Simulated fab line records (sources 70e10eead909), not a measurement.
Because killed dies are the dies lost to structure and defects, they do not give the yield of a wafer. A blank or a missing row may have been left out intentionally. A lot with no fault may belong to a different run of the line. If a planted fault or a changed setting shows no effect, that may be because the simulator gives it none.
One fault through the eyes of 2 desks | flow nandHarc | only its own numbers are on each desk; what lay behind them is given at the end

DESK OF THE TOOL OWNER: rieDiel-06
The tool's own readings at NHARC_P_M1_ETCH_35 (etches the open film in N2/H2, target depth 40 nm, overetch 12 nm, time 43.94 s): means of the sampled wafers that have a number, for each lot that ran on this tool. A lot is out of limits, marked OUT, if its mean lies more than 4 standard deviations from the usual mean; the brackets give that distance. Shown are 7 of the 8 readings it has, namely the first that went out of limits plus those furthest out on some lot.
Columns: A = chamberPressureMTorr at NHARC_P_M1_ETCH_35, usual 29.998 mTorr; B = drypumpMotorCurrentA at NHARC_P_M1_ETCH_35, usual 5.7 A; C = mfcArSccm at NHARC_P_M1_ETCH_35, usual 0.011 sccm; D = oesProductAu at NHARC_P_M1_ETCH_35, usual 1.000 a.u.; E = runLengthS at NHARC_P_M1_ETCH_35, usual 65.3 s; F = showerheadPlenumPTorr at NHARC_P_M1_ETCH_35, usual 2.06 Torr; G = throttleValvePct at NHARC_P_M1_ETCH_35, usual 14.171 %
lot  | first seen here | A      | B   | C     | D     | E              | F    | G
L766 | day 9 22:39     | 29.999 | 5.2 | 0.024 | 1.010 | 58.1 (-17) OUT | 1.98 | 14.179
L774 | day 13 08:32    | 30.020 | 5.7 | 0.023 | 1.004 | 65.1           | 2.11 | 14.171
L777 | day 14 13:50    | 29.981 | 5.5 | 0.018 | 0.990 | 65.2           | 2.07 | 14.172
L778 | day 14 23:59    | 29.989 | 5.5 | 0.018 | 0.990 | 65.2           | 2.07 | 14.174
L779 | day 15 05:11    | 29.975 | 5.5 | 0.006 | 0.999 | 65.3           | 2.11 | 14.169
L780 | day 15 21:13    | 30.006 | 5.6 | 0.006 | 0.991 | 65.2           | 2.11 | 14.168
This desk finds L766 out of limits, L766 being first, at day 9 22:39 (runLengthS at NHARC_P_M1_ETCH_35). L774, L777, L778, L779, L780: within limits.

METROLOGY DESK
Lot by lot, what the gauges showed, no matter which tool ran the lot: averages of those sampled wafers that carry a number. A lot is out of limits, marked OUT, if its mean lies more than 4 standard deviations from the usual mean; the brackets give that distance.
Columns: A = overlayXNm at NHARC_P_M1_OVL_MEAS_10, usual 0.0 nm; B = overlayYNm at NHARC_P_M1_OVL_MEAS_10, usual 0.0 nm
lot  | first seen here | A    | B
L757 | day 6 11:57     | -0.7 | 0.3
L758 | day 6 17:04     | -0.5 | 0.4
L766 | day 9 22:28     | -0.2 | 0.4
L769 | day 11 09:11    | 0.2  | -0.1
L771 | day 12 06:59    | 0.6  | -0.8
L774 | day 13 08:22    | -0.7 | -0.5
L775 | day 13 18:59    | 0.0  | -0.7
L776 | day 13 23:00    | 0.8  | 1.1
L777 | day 14 13:38    | -0.0 | 0.7
L778 | day 14 23:47    | -0.0 | 0.0
L779 | day 15 04:59    | 0.1  | -0.6
L780 | day 15 21:02    | 0.5  | -0.2
This desk's verdict: no lot among the 12 shows anything out of limits.

BROUGHT TOGETHER
An alarm could have come from the tool owner's desk at day 9 22:39, on L766.
Nothing out of limits was seen by the metrology desk.
The metrology desk holds a record of L766, inside its limits.
NHARC_P_M1_ETCH_35 was run on rieDiel-06 by each of the lots named.

WHAT THE SIMULATOR HAD PUT IN
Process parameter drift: rieDiel-06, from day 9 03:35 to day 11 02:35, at NHARC_P_M1_ETCH_35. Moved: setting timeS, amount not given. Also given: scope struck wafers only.
Struck lots among those shown: L766.
Delay in hours, fault start to first out-of-limits reading, by desk: the tool owner's desk at 19.
